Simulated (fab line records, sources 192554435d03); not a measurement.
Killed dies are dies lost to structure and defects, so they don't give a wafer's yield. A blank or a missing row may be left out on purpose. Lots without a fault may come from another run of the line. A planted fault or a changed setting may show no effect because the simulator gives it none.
Split-lot experiment | flow n5_finfet | 7 lots, 21 wafers read, on a route of 1938 steps

THE SPLIT
At N5_GATE_CUT_ALD_22 (deposits SiNx, target thk 16 nm, pulse time 1 s, ald cycles 320), the setting ald_cycles was moved away from the recipe's 320 on 8 of the 21 wafers read, by -15.6% to +14.1%. The other wafers ran this setting at the recipe's value.

The reading is taken at the split's own step.

THE READING
SiNx_of_GATE_CUT_ALD_22.thk_nm (the simulator's own value, which no gauge read), in nm, at N5_GATE_CUT_ALD_22 (deposits SiNx, target thk 16 nm, pulse time 1 s, ald cycles 320). The file gives no usual value for it. The 13 wafers here that ran the recipe average 16.0 nm, standard deviation 0.095 nm.

wafer  | tool, chamber at the split | ald_cycles as run | against the recipe | SiNx_of_GATE_CUT_ALD_22.thk_nm, nm | against lot-mates on the recipe
L075.2 | ald_sin-03, 1              | 320               | recipe             | 15.8                               | -
L075.4 | ald_sin-03, 3              | 320               | recipe             | 16                                 | -
L075.6 | ald_sin-03, 2              | 358               | +11.9%             | 18                                 | +2.1
L085.2 | ald_sin-03, 0,2,3          | 320               | recipe             | 16                                 | -
L085.3 | ald_sin-03, 0,2,3          | 320               | recipe             | 16                                 | -
L085.5 | ald_sin-03, 0,2,3          | 320               | recipe             | 16                                 | -
L087.1 | ald_sin-01, 0,2            | 270               | -15.6%             | 13.4                               | -2.6
L087.3 | ald_sin-01, 0,2            | 270               | -15.6%             | 13.4                               | -2.6
L087.2 | ald_sin-01, 3              | 320               | recipe             | 16                                 | -
L092.2 | ald_sin-03, 1,3            | 365               | +14.1%             | 18.2                               | +2.0
L092.5 | ald_sin-03, 1,3            | 365               | +14.1%             | 18.2                               | +2.0
L092.6 | ald_sin-03, 2              | 320               | recipe             | 16.2                               | -
L093.1 | ald_sin-03, 1              | 287               | -10.3%             | 14.2                               | -1.6
L093.4 | ald_sin-03, 2              | 287               | -10.3%             | 14.4                               | -1.4
L093.6 | ald_sin-03, 2              | 320               | recipe             | 15.8                               | -
L094.2 | ald_sin-04, 0,3,3          | 320               | recipe             | 16                                 | -
L094.4 | ald_sin-04, 0,3,3          | 320               | recipe             | 16                                 | -
L094.6 | ald_sin-04, 0,3,3          | 320               | recipe             | 16                                 | -
L097.1 | ald_sin-04, 3,1            | 320               | recipe             | 16                                 | -
L097.4 | ald_sin-04, 3,1            | 320               | recipe             | 16                                 | -
L097.2 | ald_sin-04, 0              | 282               | -11.9%             | 14.2                               | -1.8
Where a row lists several chambers, the file gives one row for several wafers and doesn't say which wafer went through which chamber.

THE FIT
A straight line over all 21 wafers: SiNx_of_GATE_CUT_ALD_22.thk_nm changes by +0.162 nm for each +1% of ald_cycles; r = +1.00; the points scatter about the line by 0.097 nm.
The same after taking each lot's own level away (the mean of its wafers on the recipe; 21 wafers): +0.156 nm for each +1%; r = +1.00; scatter 0.12 nm.
On that fit, the largest move of ald_cycles shifts the reading by 2.4 nm.
The lots' own levels span 15.80 to 16.20 nm, that is 4.2 times the standard deviation above.
So the lot-to-lot level changes the slope little: the two slopes agree.
Check: with one of the wafers moved furthest among these (-15.6%) left out of the fit, the line predicts -2.4 nm for it against its lot-mates. It came out at -2.6 nm against them.

OTHER SPLITS ON THESE WAFERS
These wafers also went through other splits before the reading. Each is held against what the fit with the lots' levels taken away leaves over:
other split on the same wafers        | wafers away from the commonest value | r with SiNx_of_GATE_CUT_ALD_22.thk_nm (lot level and that fit taken away)
N5_ZERO_LAYER_PECVD_02 time_s         | 5                                    | +0.07
N5_FIN_SAQP_COAT_10 spin_rpm          | 7                                    | -0.41
N5_DUMMY_GATE_CVD_03 temp_c           | 12                                   | -0.16
N5_DUMMY_GATE_COAT_28 spin_rpm        | 5                                    | +0.22
N5_SD_EPI_N_PEB_07 peb_time_s         | 9                                    | +0.06
N5_SDB_COAT_03 spin_rpm               | 7                                    | -0.09
N5_HKMG_FIN_ETCH_58 bias_w            | 7                                    | -0.35
N5_HKMG_FIN_CVD_62 temp_c             | 5                                    | -0.15
N5_HKMG_FIN_EXPOSE_09 dose_mj         | 8                                    | +0.04
N5_HKMG_FIN_DEVELOP_11 develop_time_s | 8                                    | -0.31

THE WHOLE CHAIN: every reading that the file lists as answering this split, in the file's order
step               | what it does                                                    | reading                                                                         | change (the file's fit)                                                            | r (the file's)
N5_GATE_CUT_ALD_22 | deposits SiNx, target thk 16 nm, pulse time 1 s, ald cycles 320 | SiNx_of_GATE_CUT_ALD_22.thk_nm (the simulator's own value, which no gauge read) | +0.157 nm for each +1% of the setting                                              | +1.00
N5_GATE_CUT_CMP_23 | polishes, stops on SiO2, t overpolish 23.4 s, target thk 16 nm  | SiNx_of_GATE_CUT_ALD_22.thk_nm (the simulator's own value, which no gauge read) | not straight: 13.2 at the lowest setting, 15.95 at the recipe, 15.7 at the highest | not given

THE FILE'S OWN FIT
SiNx_of_GATE_CUT_ALD_22.thk_nm changes by +0.157 nm for each +1% of ald_cycles, r = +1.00.
